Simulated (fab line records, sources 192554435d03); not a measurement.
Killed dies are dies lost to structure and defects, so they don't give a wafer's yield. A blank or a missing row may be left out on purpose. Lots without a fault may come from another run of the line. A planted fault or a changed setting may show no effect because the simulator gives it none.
Chamber matching | flow n5_finfet | N5_MOL_CONTACT_COAG_ALD_123 on ald_sin-04: 4 sister chambers
The step deposits SiNx, target thk 5 nm, pulse time 1 s, purge time 2 s. 8 wafers are shown with their chamber, then 7 later ones without.

WAFERS WITH THEIR CHAMBER
wafer  | chamber | heater_power_w (W) | heater_power_outer_w (W)
L079.2 | 0       | 787                | 525
L080.4 | 1       | 770                | 444
L080.6 | 3       | 894                | 557
L085.1 | 3       | 885                | 547
L085.2 | 0       | 777                | 507
L085.6 | 2       | 1042               | 638
L089.2 | 2       | 1043               | 629
L089.4 | 1       | 776                | 457

WAFERS WITHOUT THEIR CHAMBER
wafer  | heater_power_w (W) | heater_power_outer_w (W)
L089.5 | 784                | 459
L093.1 | 1036               | 649
L093.2 | 790                | 519
L093.5 | 1035               | 649
L096.1 | 899                | 550
L096.3 | 794                | 451
L096.4 | 1042               | 639

WHICH CHAMBER EACH WENT THROUGH
wafer  | from the rows above | in truth
L089.5 | 1                   | 1
L093.1 | 2                   | 2
L093.2 | 0                   | 0
L093.5 | 2                   | 2
L096.1 | 3                   | 3
L096.3 | 1                   | 1
L096.4 | 2                   | 2
Placed correctly: 7 of 7. Can't be placed from these rows: 0. Placed wrongly: 0.
How it was worked out, from the rows above alone: a wafer's distance from a chamber is the root of the sum, over the readings, of the square of ((its reading less the chamber's mean) divided by the reading's scatter). The wafer belongs to the nearest chamber; if the next one is less than 2 further off, it can't be placed. A chamber's mean is the mean of its shown wafers. The scatter: the root of (the sum of the squares of (reading less its chamber's mean) over the shown wafers, divided by (wafers less chambers)).
